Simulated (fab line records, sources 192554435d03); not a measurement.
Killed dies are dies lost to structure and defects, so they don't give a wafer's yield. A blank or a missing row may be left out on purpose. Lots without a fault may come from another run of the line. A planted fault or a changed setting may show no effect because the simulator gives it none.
Which tool did it? | flow n5_finfet | 20 lots, 60 wafers sampled, at 6 steps of a route of 1938

WHAT THE GAUGES READ, wafer by wafer
The record holds no reading of a measuring or inspecting step that can be judged against a usual standard deviation.

WHICH TOOL RAN EACH LOT (tool, then ch and the chambers of the sampled wafers, then the start)
lot  | N5_SDB_ETCH_18                    | N5_SDB_STRIP_21                   | N5_SDB_ETCH_25                    | N5_HKMG_FIN_STRIP_93               | N5_HKMG_FIN_DESCUM_17             | N5_GATE_CUT_VAPOR_ETCH_60
L075 | rie_diel-04 ch 0,3, day 4 04:14   | rie_diel-04 ch 0,3, day 4 04:22   | rie_diel-03 ch 0,2,3, day 4 04:41 | rie_diel-04 ch 0,2,3, day 4 10:45  | rie_diel-04 ch 1,3, day 4 13:35   | rie_metal-03 ch 1, day 4 18:14
L076 | rie_diel-03 ch 0,3, day 4 06:10   | rie_diel-03 ch 0,3, day 4 06:18   | rie_diel-03 ch 1,2, day 4 06:37   | rie_diel-04 ch 1,3, day 4 12:22    | rie_diel-04 ch 1,2,3, day 4 15:01 | rie_metal-03 ch 0,1, day 4 19:41
L077 | rie_diel-02 ch 0,1,3, day 4 13:25 | rie_diel-02 ch 0,1,3, day 4 13:33 | rie_diel-03 ch 0,1,2, day 4 13:54 | rie_diel-03 ch 0,2, day 4 21:23    | rie_diel-02 ch 1,2, day 5 00:25   | rie_metal-02 ch 0,1, day 5 05:14
L078 | rie_diel-03 ch 1,3, day 4 17:05   | rie_diel-03 ch 1,3, day 4 17:13   | rie_diel-04 ch 1,2,3, day 4 17:32 | rie_diel-03 ch 0,3, day 5 01:13    | rie_diel-02 ch 0,1,2, day 5 03:45 | rie_metal-02 ch 0,1, day 5 09:25
L079 | rie_diel-02 ch 0,1, day 5 00:59   | rie_diel-02 ch 0,1, day 5 01:07   | rie_diel-02 ch 0,1,3, day 5 01:55 | rie_diel-02 ch 0,2, day 5 07:44    | rie_diel-02 ch 0,2,3, day 5 10:26 | rie_metal-01 ch 0,1, day 5 15:25
L080 | rie_diel-04 ch 2,3, day 5 05:15   | rie_diel-04 ch 2,3, day 5 05:28   | rie_diel-04 ch 2,3, day 5 05:49   | rie_diel-04 ch 0,1,3, day 5 11:34  | rie_diel-03 ch 1,3, day 5 14:25   | rie_metal-02 ch 0,1, day 5 19:17
L081 | rie_diel-04 ch 0,1, day 5 17:50   | rie_diel-04 ch 0,1, day 5 17:58   | rie_diel-04 ch 1,2, day 5 18:17   | rie_diel-04 ch 1,2,3, day 6 00:09  | rie_diel-03 ch 0,1,3, day 6 02:52 | rie_metal-01 ch 0,1, day 6 07:43
L083 | rie_diel-04 ch 0,1,3, day 5 23:12 | rie_diel-04 ch 0,1,3, day 5 23:20 | rie_diel-02 ch 0,1,3, day 5 23:40 | rie_diel-04 ch 0,1,3, day 6 05:28  | rie_diel-02 ch 0,1,3, day 6 08:16 | rie_metal-02 ch 0,1, day 6 12:55
L084 | rie_diel-03 ch 0,2,3, day 6 05:44 | rie_diel-03 ch 0,2,3, day 6 05:52 | rie_diel-04 ch 0,1,3, day 6 06:15 | rie_diel-02 ch 0,1,2, day 6 12:05  | rie_diel-03 ch 0,1,2, day 6 14:36 | rie_metal-01 ch 0,1, day 6 19:29
L085 | rie_diel-02 ch 0,2, day 6 16:35   | rie_diel-02 ch 0,2, day 6 16:44   | rie_diel-02 ch 2,3, day 6 17:20   | rie_diel-02 ch 2,3, day 6 23:02    | rie_diel-04 ch 0,1,2, day 7 01:42 | rie_metal-02 ch 0,1, day 7 06:46
L087 | rie_diel-03 ch 0,2,3, day 7 07:02 | rie_diel-03 ch 0,2,3, day 7 07:11 | rie_diel-04 ch 0,2,3, day 7 07:30 | rie_diel-02 ch 0,1,2, day 7 14:01  | rie_diel-02 ch 0,2,3, day 7 16:43 | rie_metal-03 ch 0,1, day 7 21:33
L088 | rie_diel-03 ch 0,1, day 7 09:57   | rie_diel-03 ch 0,1, day 7 10:05   | rie_diel-03 ch 0,1,3, day 7 11:13 | rie_diel-03 ch 1,2,3, day 7 17:37  | rie_diel-02 ch 2,3, day 7 20:31   | rie_metal-02 ch 0,1, day 8 01:29
L089 | rie_diel-02 ch 1,2, day 7 15:01   | rie_diel-02 ch 1,2, day 7 15:10   | rie_diel-02 ch 0,1, day 7 15:31   | rie_diel-03 ch 1,2,3, day 7 21:37  | rie_diel-03 ch 0,1, day 8 00:34   | rie_metal-03 ch 0,1, day 8 05:29
L090 | rie_diel-02 ch 2,3, day 7 19:28   | rie_diel-02 ch 2,3, day 7 19:36   | rie_diel-02 ch 0,2,3, day 7 19:55 | rie_diel-02 ch 2,3, day 8 03:06    | rie_diel-03 ch 0,1,2, day 8 06:56 | rie_metal-02 ch 0,1, day 8 11:45
L091 | rie_diel-03 ch 1,2,3, day 8 03:43 | rie_diel-03 ch 1,2,3, day 8 03:52 | rie_diel-03 ch 0,1,3, day 8 05:47 | rie_diel-03 ch 0,1,2, day 8 11:44  | rie_diel-02 ch 0,1,2, day 8 15:25 | rie_metal-02 ch 0,1, day 8 20:32
L092 | rie_diel-02 ch 0,2, day 8 07:18   | rie_diel-02 ch 0,2, day 8 07:26   | rie_diel-02 ch 0,2,3, day 8 08:32 | rie_diel-03 ch 1,2,3, day 8 15:11  | rie_diel-03 ch 2,3, day 8 18:54   | rie_metal-03 ch 0,1, day 9 00:14
L093 | rie_diel-03 ch 0,1,3, day 8 13:32 | rie_diel-03 ch 0,1,3, day 8 13:40 | rie_diel-02 ch 2, day 8 14:47     | rie_diel-03 ch 1,3, day 8 22:03    | rie_diel-03 ch 1,2, day 9 01:28   | rie_metal-01 ch 0,1, day 9 06:15
L094 | rie_diel-03 ch 0,1, day 8 22:19   | rie_diel-03 ch 0,1, day 8 22:27   | rie_diel-03 ch 0,2, day 9 00:05   | rie_diel-04 ch 1,2, day 9 06:07    | rie_diel-02 ch 0,2, day 9 08:53   | rie_metal-01 ch 0,1, day 9 13:33
L096 | rie_diel-04 ch 1,3, day 9 07:05   | rie_diel-04 ch 1,3, day 9 07:13   | rie_diel-04 ch 1,2,3, day 9 07:34 | rie_diel-02 ch 0,2, day 9 13:49    | rie_diel-02 ch 0,1,3, day 9 16:27 | rie_metal-01 ch 0, day 9 21:12
L097 | rie_diel-02 ch 0,1, day 9 22:04   | rie_diel-02 ch 0,1, day 9 22:12   | rie_diel-02 ch 0,2, day 9 22:32   | rie_diel-04 ch 1,2,3, day 10 05:25 | rie_diel-02 ch 0,1, day 10 08:12  | rie_metal-01 ch 1, day 10 13:33
- N5_SDB_ETCH_18: etches SOC in N2/H2, target depth 100 nm, overetch 20 nm, time 150 s.
- N5_SDB_STRIP_21: strips in CF4.
- N5_SDB_ETCH_25: etches SiO2 in C4F6/O2, target depth 10 nm, time 3.3 s.
- N5_HKMG_FIN_STRIP_93: strips SOC in N2/H2, time 20 s.
- N5_HKMG_FIN_DESCUM_17: chemistry O2, time 7.9 s.
- N5_GATE_CUT_VAPOR_ETCH_60: etches HfO2 in BCl3/Cl2.

WHAT THE TOOLS THEMSELVES READ (means of the sampled wafers that have a number; where no wafer has one, the mark that the record gives instead)
N5_SDB_ETCH_18.
lot  | tool        | drypump_motor_current_A (A) | oes_product_au (a.u.) | rf_vpp_V (V) | showerhead_plenum_p_Torr (Torr) | throttle_valve_pct (%)
L075 | rie_diel-04 | 6.0                         | 0.69                  | 523.2        | 2.49                            | 17.67
L076 | rie_diel-03 | 5.6                         | 0.72                  | 523.5        | 2.51                            | 17.79
L077 | rie_diel-02 | 6.3                         | 0.72                  | 523.0        | 2.50                            | 17.95
L078 | rie_diel-03 | 5.7                         | 0.82                  | 525.8        | 2.63                            | 17.70
L079 | rie_diel-02 | 6.3                         | 0.66                  | 521.5        | 2.44                            | 18.01
L080 | rie_diel-04 | 6.0                         | 0.70                  | 521.2        | 2.44                            | 17.90
L081 | rie_diel-04 | 6.3                         | 0.85                  | 524.5        | 2.52                            | 17.49
L083 | rie_diel-04 | 6.0                         | 0.83                  | 523.4        | 2.52                            | 17.49
L084 | rie_diel-03 | 5.4                         | 0.70                  | 523.1        | 2.55                            | 17.82
L085 | rie_diel-02 | 6.3                         | 0.68                  | 523.3        | 2.52                            | 17.90
L087 | rie_diel-03 | 5.4                         | 0.69                  | 524.5        | 2.55                            | 17.85
L088 | rie_diel-03 | 5.8                         | 0.72                  | 524.1        | 2.51                            | 17.89
L089 | rie_diel-02 | 6.1                         | 0.80                  | 528.3        | 2.71                            | 17.61
L090 | rie_diel-02 | 6.1                         | 0.74                  | 526.2        | 2.64                            | 17.73
L091 | rie_diel-03 | 5.5                         | 0.73                  | 525.8        | 2.60                            | 17.82
L092 | rie_diel-02 | 6.1                         | 0.68                  | 525.7        | 2.58                            | 17.79
L093 | rie_diel-03 | 5.7                         | 0.72                  | 525.0        | 2.55                            | 17.81
L094 | rie_diel-03 | 5.8                         | 0.66                  | 521.8        | 2.44                            | 17.95
L096 | rie_diel-04 | 6.0                         | 0.78                  | 523.7        | 2.55                            | 17.63
L097 | rie_diel-02 | 6.3                         | 0.74                  | 525.4        | 2.62                            | 17.78

N5_SDB_STRIP_21.
lot  | tool        | drypump_motor_current_A (A) | oes_product_au (a.u.) | rf_vpp_V (V) | showerhead_plenum_p_Torr (Torr) | throttle_valve_pct (%)
L075 | rie_diel-04 | 6.0                         | 0.76                  | 270.2        | 1.78                            | 13.61
L076 | rie_diel-03 | 5.6                         | 0.79                  | 270.8        | 1.79                            | 13.63
L077 | rie_diel-02 | 6.3                         | 0.80                  | 270.3        | 1.75                            | 13.57
L078 | rie_diel-03 | 5.7                         | 0.91                  | 272.9        | 1.87                            | 13.54
L079 | rie_diel-02 | 6.3                         | 0.73                  | 269.0        | 1.72                            | 13.68
L080 | rie_diel-04 | 6.0                         | 0.78                  | 269.0        | 1.73                            | 13.76
L081 | rie_diel-04 | 6.3                         | 0.94                  | 271.0        | 1.80                            | 13.36
L083 | rie_diel-04 | 6.0                         | 0.91                  | 270.3        | 1.79                            | 13.33
L084 | rie_diel-03 | 5.4                         | 0.77                  | 271.2        | 1.79                            | 13.54
L085 | rie_diel-02 | 6.3                         | 0.75                  | 270.3        | 1.77                            | 13.61
L087 | rie_diel-03 | 5.4                         | 0.76                  | 271.1        | 1.79                            | 13.57
L088 | rie_diel-03 | 5.8                         | 0.81                  | 270.6        | 1.80                            | 13.83
L089 | rie_diel-02 | 6.1                         | 0.88                  | 273.9        | 1.89                            | 13.26
L090 | rie_diel-02 | 6.1                         | 0.81                  | 271.8        | 1.85                            | 13.44
L091 | rie_diel-03 | 5.5                         | 0.80                  | 271.6        | 1.83                            | 13.53
L092 | rie_diel-02 | 6.1                         | 0.76                  | 272.7        | 1.82                            | 13.55
L093 | rie_diel-03 | 5.7                         | 0.79                  | 272.1        | 1.82                            | 13.67
L094 | rie_diel-03 | 5.8                         | 0.74                  | 269.5        | 1.76                            | 13.92
L096 | rie_diel-04 | 6.0                         | 0.86                  | 271.7        | 1.80                            | 13.44
L097 | rie_diel-02 | 6.3                         | 0.82                  | 271.8        | 1.83                            | 13.40

N5_SDB_ETCH_25.
lot  | tool        | drypump_motor_current_A (A) | mfc_ar_sccm (sccm) | oes_product_au (a.u.) | rf_vpp_V (V) | showerhead_plenum_p_Torr (Torr) | throttle_valve_pct (%)
L075 | rie_diel-03 | 5.4                         | 298.9              | 0.81                  | 676          | 2.86                            | 21.05
L076 | rie_diel-03 | 5.6                         | 300.4              | 0.85                  | 672          | 2.90                            | 21.35
L077 | rie_diel-03 | 5.6                         | 300.4              | 0.79                  | 666          | 2.83                            | 21.30
L078 | rie_diel-04 | 6.0                         | 300.5              | 0.87                  | 662          | 2.81                            | 21.22
L079 | rie_diel-02 | 6.3                         | 300.5              | 0.79                  | 672          | 2.78                            | 21.22
L080 | rie_diel-04 | 6.0                         | 299.8              | 0.79                  | 666          | 2.74                            | 21.32
L081 | rie_diel-04 | 6.3                         | 298.8              | 0.79                  | 668          | 2.78                            | 21.48
L083 | rie_diel-02 | 6.3                         | 299.4              | 0.78                  | 672          | 2.78                            | 21.24
L084 | rie_diel-04 | 6.0                         | 299.8              | 0.93                  | 662          | 2.83                            | 20.99
L085 | rie_diel-02 | 6.1                         | 299.9              | 0.85                  | 676          | 2.98                            | 21.16
L087 | rie_diel-04 | 6.0                         | 299.8              | 0.85                  | 667          | 2.76                            | 21.10
L088 | rie_diel-03 | 5.7                         | 300.7              | 0.81                  | 667          | 2.87                            | 21.20
L089 | rie_diel-02 | 6.3                         | 300.2              | 0.88                  | 679          | 2.93                            | 21.04
L090 | rie_diel-02 | 6.2                         | 300.2              | 0.81                  | 678          | 2.88                            | 21.23
L091 | rie_diel-03 | 5.6                         | 300.0              | 0.80                  | 667          | 2.87                            | 21.22
L092 | rie_diel-02 | 6.3                         | 299.9              | 0.80                  | 677          | 2.88                            | 21.24
L093 | rie_diel-02 | 6.0                         | 300.4              | 0.80                  | 681          | 3.00                            | 21.18
L094 | rie_diel-03 | 5.3                         | 300.9              | 0.70                  | 673          | 2.78                            | 21.25
L096 | rie_diel-04 | 6.0                         | 301.0              | 0.84                  | 662          | 2.80                            | 21.26
L097 | rie_diel-02 | 6.1                         | 300.1              | 0.76                  | 683          | 2.90                            | 21.27

N5_HKMG_FIN_STRIP_93.
lot  | tool        | drypump_motor_current_A (A) | oes_product_au (a.u.) | rf_vpp_V (V) | showerhead_plenum_p_Torr (Torr) | throttle_valve_pct (%)
L075 | rie_diel-04 | 6.0                         | 0.79                  | 54.4         | 3.26                            | 18.8
L076 | rie_diel-04 | 6.0                         | 0.95                  | 54.4         | 3.38                            | 18.6
L077 | rie_diel-03 | 5.3                         | 0.72                  | 54.0         | 3.31                            | 19.5
L078 | rie_diel-03 | 5.6                         | 0.79                  | 54.7         | 3.31                            | 19.1
L079 | rie_diel-02 | 6.1                         | 0.80                  | 54.0         | 3.43                            | 19.0
L080 | rie_diel-04 | 6.0                         | 0.95                  | 53.6         | 3.33                            | 18.5
L081 | rie_diel-04 | 6.0                         | 0.85                  | 54.0         | 3.30                            | 18.8
L083 | rie_diel-04 | 6.0                         | 0.93                  | 54.7         | 3.33                            | 18.6
L084 | rie_diel-02 | 6.2                         | 0.75                  | 54.1         | 3.31                            | 19.1
L085 | rie_diel-02 | 6.2                         | 0.88                  | 54.3         | 3.46                            | 19.2
L087 | rie_diel-02 | 6.2                         | 0.82                  | 54.3         | 3.44                            | 19.0
L088 | rie_diel-03 | 5.5                         | 0.80                  | 54.1         | 3.44                            | 19.1
L089 | rie_diel-03 | 5.5                         | 0.80                  | 54.4         | 3.44                            | 19.1
L090 | rie_diel-02 | 6.1                         | 0.84                  | 54.5         | 3.48                            | 19.1
L091 | rie_diel-03 | 5.6                         | 0.74                  | 54.2         | 3.30                            | 19.3
L092 | rie_diel-03 | 5.5                         | 0.78                  | 54.6         | 3.43                            | 19.1
L093 | rie_diel-03 | 5.7                         | 0.83                  | 54.1         | 3.45                            | 18.8
L094 | rie_diel-04 | 6.3                         | 0.77                  | 54.9         | 3.26                            | 19.1
L096 | rie_diel-02 | 6.3                         | 0.74                  | 54.3         | 3.30                            | 19.2
L097 | rie_diel-04 | 6.0                         | 0.83                  | 53.9         | 3.29                            | 18.8

N5_HKMG_FIN_DESCUM_17.
lot  | tool        | drypump_motor_current_A (A) | oes_product_au (a.u.) | rf_vpp_V (V) | showerhead_plenum_p_Torr (Torr) | throttle_valve_pct (%)
L075 | rie_diel-04 | 6.0                         | 0.93                  | 243.5        | 2.10                            | 20.22
L076 | rie_diel-04 | 6.0                         | 0.87                  | 242.8        | 2.06                            | 20.41
L077 | rie_diel-02 | 6.1                         | 0.79                  | 244.3        | 2.13                            | 20.36
L078 | rie_diel-02 | 6.2                         | 0.76                  | 242.6        | 2.07                            | 20.45
L079 | rie_diel-02 | 6.3                         | 0.84                  | 244.2        | 2.12                            | 20.37
L080 | rie_diel-03 | 5.7                         | 0.90                  | 243.5        | 2.16                            | 20.39
L081 | rie_diel-03 | 5.7                         | 0.83                  | 243.8        | 2.11                            | 20.42
L083 | rie_diel-02 | 6.3                         | 0.79                  | 241.6        | 2.04                            | 20.49
L084 | rie_diel-03 | 5.6                         | 0.77                  | 243.0        | 2.06                            | 20.49
L085 | rie_diel-04 | 6.3                         | 0.85                  | 242.2        | 2.06                            | 20.47
L087 | rie_diel-02 | 6.2                         | 0.81                  | 242.8        | 2.11                            | 20.41
L088 | rie_diel-02 | 6.2                         | 0.87                  | 244.1        | 2.15                            | 20.34
L089 | rie_diel-03 | 5.8                         | 0.75                  | 242.0        | 2.03                            | 20.60
L090 | rie_diel-03 | 5.5                         | 0.76                  | 242.9        | 2.06                            | 20.53
L091 | rie_diel-02 | 6.2                         | 0.82                  | 243.8        | 2.14                            | 20.36
L092 | rie_diel-03 | 5.2                         | 0.75                  | 242.8        | 2.12                            | 20.29
L093 | rie_diel-03 | 5.6                         | 0.79                  | 243.4        | 2.10                            | 20.52
L094 | rie_diel-02 | 6.1                         | 0.76                  | 244.3        | 2.12                            | 20.43
L096 | rie_diel-02 | 6.3                         | 0.83                  | 243.3        | 2.11                            | 20.39
L097 | rie_diel-02 | 6.3                         | 0.82                  | 243.7        | 2.15                            | 20.35

N5_GATE_CUT_VAPOR_ETCH_60.
lot  | tool         | drypump_motor_current_A (A) | he_backside_leak_sccm (sccm) | oes_product_au (a.u.)
L075 | rie_metal-03 | 6.2                         | 3.5                          | 0.60
L076 | rie_metal-03 | 6.1                         | 3.5                          | 0.71
L077 | rie_metal-02 | 5.8                         | 3.4                          | 0.85
L078 | rie_metal-02 | 5.7                         | 3.5                          | 0.90
L079 | rie_metal-01 | 5.6                         | 3.3                          | 0.69
L080 | rie_metal-02 | 5.9                         | 3.4                          | 0.85
L081 | rie_metal-01 | 5.4                         | 3.4                          | 0.76
L083 | rie_metal-02 | 5.7                         | 3.1                          | 0.88
L084 | rie_metal-01 | 5.3                         | 3.5                          | 0.75
L085 | rie_metal-02 | 5.8                         | 3.4                          | 0.82
L087 | rie_metal-03 | 6.1                         | 3.4                          | 0.68
L088 | rie_metal-02 | 5.7                         | 3.3                          | 0.87
L089 | rie_metal-03 | 6.1                         | 3.4                          | 0.69
L090 | rie_metal-02 | 5.7                         | 3.2                          | 0.85
L091 | rie_metal-02 | 5.7                         | 3.4                          | 0.86
L092 | rie_metal-03 | 6.1                         | 3.5                          | 0.68
L093 | rie_metal-01 | 5.4                         | 3.4                          | 0.74
L094 | rie_metal-01 | 5.3                         | 3.4                          | 0.73
L096 | rie_metal-01 | 5.8                         | 3.2                          | 0.61
L097 | rie_metal-01 | 5.1                         | 3.7                          | 0.78

THE ANSWER, worked out from the rows above alone
Rule: what is usual is taken from the lots themselves. Put in order of their means at a reading, lots are off if they are a third of the lots or fewer, leave a main group of 4 or more, and stand apart from it by a gap of 3 or more times the standard deviation of the main group's means; of several such gaps the widest counts. A main group whose means are all the same, to the digits that the tables above print for the reading, isn't used. A lot without any number at a reading at which 4 lots or more have one is off too. The other lots that the step has rows for count as sound. The gauges are gone through in route order, then the tools' own readings, and for those a lot's mean is taken as printed above. The first step at which some lot is off is used, and at that step the reading that is off furthest; a lot without a number counts as furthest.
No lot is off at any reading shown: from this, nothing can be told.

WHAT THE SIMULATOR HAD PUT IN
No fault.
